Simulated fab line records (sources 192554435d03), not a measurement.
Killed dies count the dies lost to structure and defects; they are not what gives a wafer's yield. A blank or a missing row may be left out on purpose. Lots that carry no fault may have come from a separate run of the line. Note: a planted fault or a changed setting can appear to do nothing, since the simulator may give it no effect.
Split-lot experiment || flow n5-finfet || 39 wafers read across 7 lots, on a route 1938 steps long

THE SPLIT
At N5_MOL_CONTACT_COAG_CONTACT_ETCH_14 (etches SiO2 in C4F6/O2, target depth 27.5 nm, overetch 8.5 nm, time 20 s), the setting time-s was moved away from the recipe's 20 s on 12 of the 39 wafers read, by -59.6% to +56.2%. The other wafers ran this setting at the recipe's value.

Reading taken at the split's own step.

THE READING
SOC_of_MOL_CONTACT_COAG_COAT_103.thk-nm (the simulator's own value, which no gauge read), in nm, at N5_MOL_CONTACT_COAG_CONTACT_ETCH_14 (etches SiO2 in C4F6/O2, target depth 27.5 nm, overetch 8.5 nm, time 20 s). No usual value for it is given in the file. Across the 27 wafers here that went through the recipe, the average is 78.5 nm and the standard deviation 0.17 nm.

{"wafer": "L080.1", "tool, chamber at the split": "rie-diel-01, 1", "time-s as run, s": 8.085, "against the recipe": "-59.6%", "SOC_of_MOL_CONTACT_COAG_COAT_103.thk-nm, nm": 79.6, "against lot-mates on the recipe": "+1.1"}
{"wafer": "L080.2", "tool, chamber at the split": "rie-diel-01, 0,3", "time-s as run, s": 20, "against the recipe": "recipe", "SOC_of_MOL_CONTACT_COAG_COAT_103.thk-nm, nm": 78.6, "against lot-mates on the recipe": "-"}
{"wafer": "L080.6", "tool, chamber at the split": "rie-diel-01, 0,3", "time-s as run, s": 20, "against the recipe": "recipe", "SOC_of_MOL_CONTACT_COAG_COAT_103.thk-nm, nm": 78.6, "against lot-mates on the recipe": "-"}
{"wafer": "L080.3", "tool, chamber at the split": "rie-diel-01, 3,2", "time-s as run, s": 8.085, "against the recipe": "-59.6%", "SOC_of_MOL_CONTACT_COAG_COAT_103.thk-nm, nm": 79.4, "against lot-mates on the recipe": "+0.9"}
{"wafer": "L080.4", "tool, chamber at the split": "rie-diel-01, 3,2", "time-s as run, s": 8.085, "against the recipe": "-59.6%", "SOC_of_MOL_CONTACT_COAG_COAT_103.thk-nm, nm": 79.4, "against lot-mates on the recipe": "+0.9"}
{"wafer": "L080.5", "tool, chamber at the split": "rie-diel-01, 0", "time-s as run, s": 20, "against the recipe": "recipe", "SOC_of_MOL_CONTACT_COAG_COAT_103.thk-nm, nm": 78.4, "against lot-mates on the recipe": "-"}
{"wafer": "L083.1", "tool, chamber at the split": "rie-diel-02, 3,2,2", "time-s as run, s": 23.82, "against the recipe": "+19.1%", "SOC_of_MOL_CONTACT_COAG_COAT_103.thk-nm, nm": 78, "against lot-mates on the recipe": -0.3}
{"wafer": "L083.2", "tool, chamber at the split": "rie-diel-02, 3,2,2", "time-s as run, s": 23.82, "against the recipe": "+19.1%", "SOC_of_MOL_CONTACT_COAG_COAT_103.thk-nm, nm": 78, "against lot-mates on the recipe": -0.3}
{"wafer": "L083.6", "tool, chamber at the split": "rie-diel-02, 3,2,2", "time-s as run, s": 23.82, "against the recipe": "+19.1%", "SOC_of_MOL_CONTACT_COAG_COAT_103.thk-nm, nm": 78, "against lot-mates on the recipe": -0.3}
{"wafer": "L083.3", "tool, chamber at the split": "rie-diel-02, 1,3", "time-s as run, s": 20, "against the recipe": "recipe", "SOC_of_MOL_CONTACT_COAG_COAT_103.thk-nm, nm": 78.2, "against lot-mates on the recipe": "-"}
{"wafer": "L083.5", "tool, chamber at the split": "rie-diel-02, 1,3", "time-s as run, s": 20, "against the recipe": "recipe", "SOC_of_MOL_CONTACT_COAG_COAT_103.thk-nm, nm": 78.2, "against lot-mates on the recipe": "-"}
{"wafer": "L083.4", "tool, chamber at the split": "rie-diel-02, 0", "time-s as run, s": 20, "against the recipe": "recipe", "SOC_of_MOL_CONTACT_COAG_COAT_103.thk-nm, nm": 78.4, "against lot-mates on the recipe": "-"}
{"wafer": "L089.1", "tool, chamber at the split": "rie-diel-01, 0", "time-s as run, s": 20, "against the recipe": "recipe", "SOC_of_MOL_CONTACT_COAG_COAT_103.thk-nm, nm": 78.4, "against lot-mates on the recipe": "-"}
{"wafer": "L089.5", "tool, chamber at the split": "rie-diel-01, 0", "time-s as run, s": 20, "against the recipe": "recipe", "SOC_of_MOL_CONTACT_COAG_COAT_103.thk-nm, nm": 78.4, "against lot-mates on the recipe": "-"}
{"wafer": "L089.2", "tool, chamber at the split": "rie-diel-01, 1,2", "time-s as run, s": 20, "against the recipe": "recipe", "SOC_of_MOL_CONTACT_COAG_COAT_103.thk-nm, nm": 78.8, "against lot-mates on the recipe": "-"}
{"wafer": "L089.3", "tool, chamber at the split": "rie-diel-01, 1,2", "time-s as run, s": 20, "against the recipe": "recipe", "SOC_of_MOL_CONTACT_COAG_COAT_103.thk-nm, nm": 78.8, "against lot-mates on the recipe": "-"}
{"wafer": "L089.4", "tool, chamber at the split": "rie-diel-01, 3,1", "time-s as run, s": 20, "against the recipe": "recipe", "SOC_of_MOL_CONTACT_COAG_COAT_103.thk-nm, nm": 78.6, "against lot-mates on the recipe": "-"}
{"wafer": "L089.6", "tool, chamber at the split": "rie-diel-01, 3,1", "time-s as run, s": 20, "against the recipe": "recipe", "SOC_of_MOL_CONTACT_COAG_COAT_103.thk-nm, nm": 78.6, "against lot-mates on the recipe": "-"}
{"wafer": "L090.1", "tool, chamber at the split": "rie-diel-01, 3", "time-s as run, s": 20, "against the recipe": "recipe", "SOC_of_MOL_CONTACT_COAG_COAT_103.thk-nm, nm": 78.4, "against lot-mates on the recipe": "-"}
{"wafer": "L090.2", "tool, chamber at the split": "rie-diel-01, 1,0", "time-s as run, s": 20, "against the recipe": "recipe", "SOC_of_MOL_CONTACT_COAG_COAT_103.thk-nm, nm": 78.2, "against lot-mates on the recipe": "-"}
{"wafer": "L090.3", "tool, chamber at the split": "rie-diel-01, 1,0", "time-s as run, s": 20, "against the recipe": "recipe", "SOC_of_MOL_CONTACT_COAG_COAT_103.thk-nm, nm": 78.2, "against lot-mates on the recipe": "-"}
{"wafer": "L090.4", "tool, chamber at the split": "rie-diel-01, 2,2,1", "time-s as run, s": 20, "against the recipe": "recipe", "SOC_of_MOL_CONTACT_COAG_COAT_103.thk-nm, nm": 78.6, "against lot-mates on the recipe": "-"}
{"wafer": "L090.5", "tool, chamber at the split": "rie-diel-01, 2,2,1", "time-s as run, s": 20, "against the recipe": "recipe", "SOC_of_MOL_CONTACT_COAG_COAT_103.thk-nm, nm": 78.6, "against lot-mates on the recipe": "-"}
{"wafer": "L090.6", "tool, chamber at the split": "rie-diel-01, 2,2,1", "time-s as run, s": 20, "against the recipe": "recipe", "SOC_of_MOL_CONTACT_COAG_COAT_103.thk-nm, nm": 78.6, "against lot-mates on the recipe": "-"}
{"wafer": "L091.2", "tool, chamber at the split": "rie-diel-02, 0", "time-s as run, s": 20, "against the recipe": "recipe", "SOC_of_MOL_CONTACT_COAG_COAT_103.thk-nm, nm": 78.4, "against lot-mates on the recipe": "-"}
{"wafer": "L091.4", "tool, chamber at the split": "rie-diel-02, 2,0", "time-s as run, s": 20, "against the recipe": "recipe", "SOC_of_MOL_CONTACT_COAG_COAT_103.thk-nm, nm": 78.6, "against lot-mates on the recipe": "-"}
{"wafer": "L091.6", "tool, chamber at the split": "rie-diel-02, 2,0", "time-s as run, s": 20, "against the recipe": "recipe", "SOC_of_MOL_CONTACT_COAG_COAT_103.thk-nm, nm": 78.6, "against lot-mates on the recipe": "-"}
{"wafer": "L092.1", "tool, chamber at the split": "rie-diel-06, 0,2", "time-s as run, s": 20, "against the recipe": "recipe", "SOC_of_MOL_CONTACT_COAG_COAT_103.thk-nm, nm": 78.6, "against lot-mates on the recipe": "-"}
{"wafer": "L092.4", "tool, chamber at the split": "rie-diel-06, 0,2", "time-s as run, s": 20, "against the recipe": "recipe", "SOC_of_MOL_CONTACT_COAG_COAT_103.thk-nm, nm": 78.6, "against lot-mates on the recipe": "-"}
{"wafer": "L092.2", "tool, chamber at the split": "rie-diel-06, 1,3", "time-s as run, s": 15.48, "against the recipe": "-22.6%", "SOC_of_MOL_CONTACT_COAG_COAT_103.thk-nm, nm": 79.2, "against lot-mates on the recipe": "+0.7"}
{"wafer": "L092.3", "tool, chamber at the split": "rie-diel-06, 1,3", "time-s as run, s": 15.48, "against the recipe": "-22.6%", "SOC_of_MOL_CONTACT_COAG_COAT_103.thk-nm, nm": 79.2, "against lot-mates on the recipe": "+0.7"}
{"wafer": "L092.5", "tool, chamber at the split": "rie-diel-06, 2", "time-s as run, s": 20, "against the recipe": "recipe", "SOC_of_MOL_CONTACT_COAG_COAT_103.thk-nm, nm": 78.4, "against lot-mates on the recipe": "-"}
{"wafer": "L092.6", "tool, chamber at the split": "rie-diel-06, 1", "time-s as run, s": 15.48, "against the recipe": "-22.6%", "SOC_of_MOL_CONTACT_COAG_COAT_103.thk-nm, nm": 78.8, "against lot-mates on the recipe": "+0.3"}
{"wafer": "L094.1", "tool, chamber at the split": "rie-diel-02, 3", "time-s as run, s": 31.23, "against the recipe": "+56.2%", "SOC_of_MOL_CONTACT_COAG_COAT_103.thk-nm, nm": 78, "against lot-mates on the recipe": -0.5}
{"wafer": "L094.2", "tool, chamber at the split": "rie-diel-02, 1", "time-s as run, s": 20, "against the recipe": "recipe", "SOC_of_MOL_CONTACT_COAG_COAT_103.thk-nm, nm": 78.6, "against lot-mates on the recipe": "-"}
{"wafer": "L094.5", "tool, chamber at the split": "rie-diel-02, 1", "time-s as run, s": 20, "against the recipe": "recipe", "SOC_of_MOL_CONTACT_COAG_COAT_103.thk-nm, nm": 78.6, "against lot-mates on the recipe": "-"}
{"wafer": "L094.3", "tool, chamber at the split": "rie-diel-02, 2", "time-s as run, s": 31.23, "against the recipe": "+56.2%", "SOC_of_MOL_CONTACT_COAG_COAT_103.thk-nm, nm": 77.6, "against lot-mates on the recipe": -0.9}
{"wafer": "L094.4", "tool, chamber at the split": "rie-diel-02, 0", "time-s as run, s": 31.23, "against the recipe": "+56.2%", "SOC_of_MOL_CONTACT_COAG_COAT_103.thk-nm, nm": 77.8, "against lot-mates on the recipe": -0.7}
{"wafer": "L094.6", "tool, chamber at the split": "rie-diel-02, 2", "time-s as run, s": 20, "against the recipe": "recipe", "SOC_of_MOL_CONTACT_COAG_COAT_103.thk-nm, nm": 78.4, "against lot-mates on the recipe": "-"}
Where a row lists several chambers, the file gives one row for several wafers and doesn't say which wafer went through which chamber.

FIT RESULTS
A straight line over all 39 wafers: SOC_of_MOL_CONTACT_COAG_COAT_103.thk-nm changes by -0.0157 nm for each +1% of time-s; r = -0.90; the points scatter about the line by 0.19 nm.
The same after taking each lot's own level away (the mean of its wafers on the recipe; 39 wafers): -0.015 nm for each +1%; r = -0.93; scatter 0.15 nm.
That fit puts the effect of the largest move of time-s on the reading at 0.89 nm.
Measured against the standard deviation above, the lots' own levels, which go from 78.27 to 78.60 nm, span 2.0 times it.
Consequently the slope shifts little with the lot-to-lot level, the two slopes agreeing.
Check: +0.891 nm against its lot-mates is what the line predicts for one of the wafers moved furthest among these (-59.6%) when that wafer is left out of the fit. It came out at +1.07 nm against them.

FURTHER SPLITS ON THESE WAFERS
These wafers also went through other splits before the reading. Each is held against what the fit with the lots' levels taken away leaves over:
{"other split on the same wafers": "N5_ZERO_LAYER_PECVD_02 time-s", "wafers away from the commonest value": 15, "r with SOC_of_MOL_CONTACT_COAG_COAT_103.thk-nm (lot level and that fit taken away)": "+0.07"}
{"other split on the same wafers": "N5_FIN_SAQP_MANDREL_ETCH_22 target-depth-a", "wafers away from the commonest value": 15, "r with SOC_of_MOL_CONTACT_COAG_COAT_103.thk-nm (lot level and that fit taken away)": "+0.05"}
{"other split on the same wafers": "N5_SD_EPI_N_ETCH_45 target-depth-a", "wafers away from the commonest value": 15, "r with SOC_of_MOL_CONTACT_COAG_COAT_103.thk-nm (lot level and that fit taken away)": "+0.00"}

THE FILE'S OWN FIT
SOC_of_MOL_CONTACT_COAG_COAT_103.thk-nm changes by -0.015 nm for each +1% of time-s, r = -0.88.
